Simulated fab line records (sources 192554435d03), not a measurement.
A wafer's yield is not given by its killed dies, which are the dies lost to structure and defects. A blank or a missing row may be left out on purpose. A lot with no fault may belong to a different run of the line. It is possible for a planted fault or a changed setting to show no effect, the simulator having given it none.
Matching of chambers / flow n5_finfet / N5_BEOL_M0_SAQP_PECVD_03 on pecvd-02: 3 sister chambers
The step deposits SiCN from 3MS/NH3, target thk 12 nm, time 21.1 s. 14 wafers are shown with their chamber, then 7 later ones without.

WAFERS WITH THEIR CHAMBER
wafer=L075.1; chamber=0; showerhead_plenum_p_Torr (Torr)=3.656; throttle_valve_pct (%)=9.6
wafer=L075.3; chamber=2; showerhead_plenum_p_Torr (Torr)=3.636; throttle_valve_pct (%)=8.7
wafer=L075.5; chamber=0; showerhead_plenum_p_Torr (Torr)=3.665; throttle_valve_pct (%)=9.5
wafer=L082.1; chamber=0; showerhead_plenum_p_Torr (Torr)=3.661; throttle_valve_pct (%)=9.4
wafer=L082.2; chamber=2; showerhead_plenum_p_Torr (Torr)=3.644; throttle_valve_pct (%)=8.6
wafer=L082.3; chamber=1; showerhead_plenum_p_Torr (Torr)=3.689; throttle_valve_pct (%)=9.2
wafer=L083.2; chamber=1; showerhead_plenum_p_Torr (Torr)=3.694; throttle_valve_pct (%)=9.6
wafer=L083.4; chamber=1; showerhead_plenum_p_Torr (Torr)=3.687; throttle_valve_pct (%)=9.4
wafer=L083.5; chamber=2; showerhead_plenum_p_Torr (Torr)=3.648; throttle_valve_pct (%)=8.8
wafer=L086.1; chamber=1; showerhead_plenum_p_Torr (Torr)=3.697; throttle_valve_pct (%)=9.5
wafer=L086.3; chamber=0; showerhead_plenum_p_Torr (Torr)=3.655; throttle_valve_pct (%)=9.7
wafer=L086.4; chamber=1; showerhead_plenum_p_Torr (Torr)=3.689; throttle_valve_pct (%)=9.7
wafer=L089.4; chamber=2; showerhead_plenum_p_Torr (Torr)=3.643; throttle_valve_pct (%)=8.6
wafer=L089.5; chamber=1; showerhead_plenum_p_Torr (Torr)=3.696; throttle_valve_pct (%)=9.8

SIGNATURES (averages over the wafers above)
reading=showerhead_plenum_p_Torr; chamber 0=3.65925; chamber 1=3.69200; chamber 2=3.64275; scatter within a chamber=0.00455
reading=throttle_valve_pct; chamber 0=9.550; chamber 1=9.533; chamber 2=8.675; scatter within a chamber=0.168
Rule: a wafer lies at a distance from a chamber equal to the root of the sum of squares, over the readings, of (its reading less the chamber's mean, divided by the reading's scatter). If the next closest chamber is less than 2 further off than the closest, the wafer can't be placed; otherwise it belongs to the closest. How the scatter is found: for the shown wafers, subtract from each reading the mean of its chamber, square and add these, divide the total by (wafers less chambers), then take the root.

WAFERS WITH NO CHAMBER GIVEN
wafer=L089.6; showerhead_plenum_p_Torr (Torr)=3.653; throttle_valve_pct (%)=9.5
wafer=L095.1; showerhead_plenum_p_Torr (Torr)=3.641; throttle_valve_pct (%)=9.0
wafer=L095.3; showerhead_plenum_p_Torr (Torr)=3.696; throttle_valve_pct (%)=9.7
wafer=L095.4; showerhead_plenum_p_Torr (Torr)=3.639; throttle_valve_pct (%)=8.8
wafer=L096.1; showerhead_plenum_p_Torr (Torr)=3.646; throttle_valve_pct (%)=9.0
wafer=L096.3; showerhead_plenum_p_Torr (Torr)=3.692; throttle_valve_pct (%)=9.5
wafer=L096.4; showerhead_plenum_p_Torr (Torr)=3.651; throttle_valve_pct (%)=8.7

WHICH CHAMBER EACH ONE RAN IN
wafer=L089.6; from the rows above=0; in truth=0
wafer=L095.1; from the rows above=2; in truth=2
wafer=L095.3; from the rows above=1; in truth=1
wafer=L095.4; from the rows above=2; in truth=2
wafer=L096.1; from the rows above=2; in truth=2
wafer=L096.3; from the rows above=1; in truth=1
wafer=L096.4; from the rows above=2; in truth=2
Placed correctly: 7 of 7. Not placeable from these rows: 0. 0 placed wrongly.
